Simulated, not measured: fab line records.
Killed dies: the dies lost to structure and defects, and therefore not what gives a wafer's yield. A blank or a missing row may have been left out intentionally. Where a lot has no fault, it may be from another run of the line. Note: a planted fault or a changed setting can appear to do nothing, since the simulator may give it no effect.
fab line records	flow n5Finfet	part 2 of 2: steps 5 to 6 of 6
[record] lots = 20	wafers = 60	lastDay = 19
route steps=1938 shown HKMG_FIN@401 GATE_CUT@467
lots with no fault: from the same line, run without faults
startH: hours from the record's first day to the start of the lot's first wafer shown	waitH: time in hours since the lot's previous step	" repeats the value in the row above	L1.1+2: a row that stands for several wafers	- no value present, or no start provided	* or withheld: withheld	< > ~ a bound
route shown NAME@n: names a module that has steps shown in the file, with the first one's number in the route	usual: average and standard deviation across the fault-free wafers	same: alike in all rows	chamber/n: place in a boat	sites: per-site readings	_std_site: the standard deviation of these	_edge_site: outer sites' mean less inner sites'	radiusMm: for every site, how far away it sits from the centre of the wafer	mask NAME#n: copy n	behind: the tool/chamber that last shaped the wafer	hold: the reason the lot was held/the length of the hold in hours/how it ended	device: the n, p or np transistor that did not switch	end of line: tests run on the same wafers once the route is complete	for a step that has no rows: nothing shown but its recipe	killed: dies lost to structure and defects at the first sort, not the wafer's yield	map: dies across one wafer; x = killed, . = not, _ = none there
set.NAME: setting as actually run; set.NAME@STEP: the setting as run at that earlier step	model.NAME: the simulator's own value behind a step, which no gauge read
steps of the route over a sample of lots; a table a step, a row a wafer
services: when a tool's chamber went out of use (startH, in hours from the record's first day, below 0 if earlier), for how many hours, and the reason
[[steps]]
[step N5_GATE_CUT_PECVD_57]
[recipe] material = SiNx	targetThkA = 210	tempC = 400	precursor = SiH4/NH3/N2	pressureTorr = 1.5	rfW = 300
[usual] heaterPowerW = 788/84	rfFwdPowerW = 297.6/0.9	showerheadPlenumPTorr = 5.14/0.049	showerheadVppV = 1060/45	throttleValvePct = 39.3/1.9
lot.wafer	tool	chamber	startH	waitH	heaterPowerW	rfFwdPowerW	showerheadPlenumPTorr	showerheadVppV	throttleValvePct
L074.1	pecvd-03	0	95.32	1.1	716	297.5	5.09	1041	39.7
L074.4	"	1	"	"	732	296.5	5.16	1106	40.2
L074.6	"	2	"	"	658	297.7	5.18	1049	39.8
L075.1	pecvd-03	0	97.76	1.1	749	297.4	5.09	1038	39.8
L075.2	"	1	"	"	861	297.2	5.17	1101	40.3
L075.6	"	0	"	"	751	297.6	5.10	1049	39.9
L078.2	pecvd-01	1	105.40	1.1	933	297.5	5.14	996	35.8
L078.3	"	1	"	"	928	296.3	5.15	996	35.9
L078.6	"	2	"	"	675	298.1	5.11	1081	38.8
L080.2	pecvd-03	2	120.84	1.1	746	296.7	5.20	1033	39.6
L080.4	"	2	"	"	746	297.9	5.18	1054	39.9
L080.5	"	1	"	"	855	297.5	5.17	1103	40.1
L079.1	pecvd-03	0	122.95	1.1	710	297.9	5.09	1024	40.1
L079.4	"	2	"	"	620	297.6	5.19	1049	39.6
L079.6	"	1	"	"	837	299.5	5.16	1106	40.2
L081.1	pecvd-04	1	125.91	1.1	920	295.8	5.23	1052	45.0
L081.2	"	0	"	"	920	298.1	5.05	1192	40.1
L081.6	"	0	"	"	951	297.0	5.06	1203	40.3
L082.1	pecvd-03	1	133.96	1.1	833	298.7	5.17	1096	40.5
L082.3	"	0	"	"	839	296.7	5.10	1032	39.9
L082.4	"	2	"	"	662	297.5	5.19	1050	40.1
L083.2	pecvd-01	1	134.81	1.1	920	296.8	5.13	1001	35.7
L083.3	"	0	"	"	768	299.0	5.10	1089	39.4
L083.6	"	0	"	"	757	298.9	5.10	1096	39.5
L084.1	pecvd-04	0	140.91	1.1	893	297.4	5.06	1208	40.0
L084.3	"	2	"	"	774	298.0	5.26	1043	39.5
L084.4	"	0	"	"	872	296.6	5.05	1188	40.3
L085.1	pecvd-01	1	150.91	1.1	916	298.9	5.13	990	36.0
L085.4	"	2	"	"	720	298.7	5.13	1078	38.9
L085.6	"	0	"	"	821	298.2	5.10	1087	39.4
L087.1	pecvd-03	1	161.16	1.1	825	297.8	5.17	1103	40.1
L087.2	"	0	"	"	797	296.8	5.11	1053	40.2
L087.5	"	2	"	"	680	296.5	5.17	1068	39.5
L088.2	pecvd-03	2	171.44	1.1	690	296.8	5.19	1061	39.9
L088.3	"	1	"	"	790	296.7	5.16	1117	40.0
L088.6	"	0	"	"	839	296.8	5.10	1056	40.1
L089.2	pecvd-01	0	179.36	1.1	796	298.8	5.11	1067	39.7
L089.3	"	1	"	"	882	297.4	5.13	987	35.8
L089.5	"	0	"	"	815	297.4	5.09	1103	39.4
L090.2	pecvd-03	2	181.22	1.1	740	299.0	5.18	1049	39.9
L090.4	"	0	"	"	853	297.0	5.09	1025	40.0
L090.6	"	2	"	"	762	298.9	5.19	1041	39.4
L091.2	pecvd-01	2	184.34	1.1	779	298.0	5.10	1060	38.9
L091.5	"	0	"	"	798	298.4	5.10	1083	39.4
L091.6	"	2	"	"	785	297.6	5.11	1090	39.1
L092.1	pecvd-03	0	192.69	1.1	775	297.3	5.08	1023	40.0
L092.2	"	2	"	"	716	298.9	5.21	1042	39.7
L092.4	"	2	"	"	726	297.3	5.18	1059	39.8
L093.2	pecvd-03	0	201.12	1.1	758	297.5	5.09	1045	40.1
L093.4	"	1	"	"	817	297.3	5.17	1092	40.4
L093.6	"	2	"	"	636	298.4	5.20	1052	39.7
L095.2	pecvd-01	1	211.37	1.1	896	297.8	5.12	982	36.0
L095.5	"	1	"	"	866	298.3	5.14	995	35.8
L095.6	"	2	"	"	690	295.9	5.10	1084	39.0
L096.2	pecvd-01	0	217.66	1.1	817	298.8	5.09	1096	39.7
L096.5	"	1	"	"	878	298.4	5.13	993	35.7
L096.6	"	2	"	"	739	298.7	5.11	1072	38.9
L097.1	pecvd-01	1	221.73	1.1	884	297.9	5.15	989	35.6
L097.5	"	2	"	"	713	298.7	5.10	1057	38.9
L097.6	"	1	"	"	910	298.0	5.14	991	36.0
[step N5_GATE_CUT_HM_DEP_46]
[recipe] material = SiO2	targetThkA = 1300	tempC = 400	precursor = TEOS/O2	pressureTorr = 6.5	rfW = 900	teosFlowSccm = 161.4	gas = O2	flowSccm = 2650	timeS = 26.6
[usual] heaterPowerW = 607/95	rfFwdPowerW = 891/3.7	showerheadPlenumPTorr = 8.35/0.038	showerheadVppV = 1859/100	throttleValvePct = 18.7/1.1
[same] timeS = 26.6
lot.wafer	tool	chamber	startH	waitH	heaterPowerW	rfFwdPowerW	showerheadPlenumPTorr	showerheadVppV	throttleValvePct
L074.1	pecvd-04	2	95.72	0.0	484	887	8.41	1781	18.7
L074.4	"	0	"	"	639	890	8.30	1999	18.8
L074.6	"	1	"	"	681	892	8.38	1813	21.1
L075.1	pecvd-04	0	98.17	0.0	689	893	8.30	2045	18.6
L075.2	"	1	"	"	795	892	8.42	1808	20.9
L075.6	"	0	"	"	700	891	8.30	2092	18.8
L078.2	pecvd-04	1	105.83	0.0	783	890	8.37	1836	20.7
L078.3	"	0	"	"	662	898	8.31	2069	19.0
L078.6	"	1	"	"	805	890	8.41	1844	20.8
L080.2	pecvd-04	0	121.24	0.0	649	890	8.30	2073	18.9
L080.4	"	1	"	"	708	892	8.40	1816	21.1
L080.5	"	2	"	"	474	882	8.41	1791	18.6
L079.1	pecvd-04	0	123.36	0.0	662	891	8.31	2019	18.7
L079.4	"	1	"	"	813	892	8.39	1812	20.9
L079.6	"	2	"	"	527	892	8.41	1762	18.7
L081.1	pecvd-04	2	126.31	0.0	558	890	8.40	1835	18.6
L081.2	"	0	"	"	661	889	8.30	2052	18.6
L081.6	"	0	"	"	691	890	8.28	2061	18.9
L082.1	pecvd-03	2	134.36	0.0	447	890	8.38	1798	18.4
L082.3	"	0	"	"	524	891	8.34	1737	18.6
L082.4	"	2	"	"	445	888	8.37	1840	18.4
L083.2	pecvd-01	2	135.21	0.0	464	896	8.33	1828	18.1
L083.3	"	1	"	"	673	891	8.34	1704	16.5
L083.6	"	2	"	"	469	900	8.32	1847	18.0
L084.1	pecvd-03	2	141.31	0.0	418	891	8.37	1842	18.7
L084.3	"	1	"	"	600	884	8.35	1900	18.5
L084.4	"	1	"	"	622	887	8.35	1896	18.8
L085.1	pecvd-01	0	151.31	0.0	630	895	8.31	1919	18.4
L085.4	"	2	"	"	551	895	8.33	1855	18.3
L085.6	"	1	"	"	693	892	8.34	1725	16.8
L087.1	pecvd-01	2	161.57	0.0	511	895	8.32	1834	18.1
L087.2	"	0	"	"	503	896	8.36	1923	18.5
L087.5	"	1	"	"	671	894	8.33	1721	16.7
L088.2	pecvd-04	2	171.84	0.0	499	886	8.39	1773	18.6
L088.3	"	0	"	"	656	888	8.32	2048	18.8
L088.6	"	2	"	"	522	886	8.42	1799	18.6
L089.2	pecvd-03	2	179.76	0.0	526	889	8.38	1835	18.6
L089.3	"	0	"	"	606	897	8.31	1781	18.8
L089.5	"	2	"	"	526	886	8.37	1818	18.5
L090.2	pecvd-04	1	181.62	0.0	855	889	8.38	1838	21.0
L090.4	"	0	"	"	643	888	8.33	2082	18.8
L090.6	"	2	"	"	590	890	8.43	1795	18.8
L091.2	pecvd-03	1	184.74	0.0	603	890	8.38	1897	18.7
L091.5	"	2	"	"	552	894	8.36	1845	18.6
L091.6	"	0	"	"	622	893	8.32	1810	18.9
L092.1	pecvd-04	0	193.09	0.0	734	892	8.29	2072	18.8
L092.2	"	1	"	"	691	888	8.39	1791	20.6
L092.4	"	0	"	"	733	892	8.31	2036	18.7
L093.2	pecvd-01	2	201.70	0.0	490	893	8.31	1894	18.3
L093.4	"	2	"	"	482	898	8.31	1819	18.4
L093.6	"	1	"	"	654	889	8.33	1709	16.8
L095.2	pecvd-04	1	211.78	0.0	778	895	8.37	1823	21.2
L095.5	"	2	"	"	597	889	8.41	1798	18.7
L095.6	"	1	"	"	772	896	8.38	1781	21.0
L096.2	pecvd-03	1	218.07	0.0	602	888	8.36	1914	18.6
L096.5	"	1	"	"	602	885	8.38	1945	18.4
L096.6	"	0	"	"	522	893	8.31	1800	18.6
L097.1	pecvd-01	2	222.13	0.0	554	890	8.33	1846	18.1
L097.5	"	0	"	"	637	895	8.35	1855	18.4
L097.6	"	1	"	"	670	897	8.35	1688	16.8
[[services]]
tool	chamber	startH	hours	kind
pecvd-04	-	62.38	2.8	pm
pecvd-03	-	69.37	2.7	repair
aldMetal-01	0	74.13	4.7	repair
aldMetal-02	0	78.36	4.6	repair
rieMetal-03	-	83.56	1.7	repair
rieDiel-05	1	84.10	21.9	repair
aldMetal-01	0	88.47	3.5	repair
rieDiel-05	3	96.30	1.8	repair
pecvd-01	2	97.05	5.6	repair
rieMetal-03	-	99.25	2.8	pm
pecvd-01	0	99.73	11.7	repair
rieDiel-05	2	100.11	16.3	repair
rieDiel-05	1	116.46	-	clean
rieDiel-05	1	116.46	-	consumableReplace:focusRing
rieDiel-05	3	119.45	6.4	repair
rieDiel-05	3	134.83	-	clean
rieDiel-05	3	134.83	-	consumableReplace:focusRing
rieDiel-05	3	134.83	29.9	scheduledDown
rieDiel-05	3	134.83	29.9	ventCycle
pecvd-01	0	139.76	7.1	repair
rieDiel-03	2	157.49	2.7	repair
aldMetal-02	2	183.39	4.4	repair
aldMetal-02	3	196.45	26.9	repair
aldMetal-02	2	208.75	6.2	repair
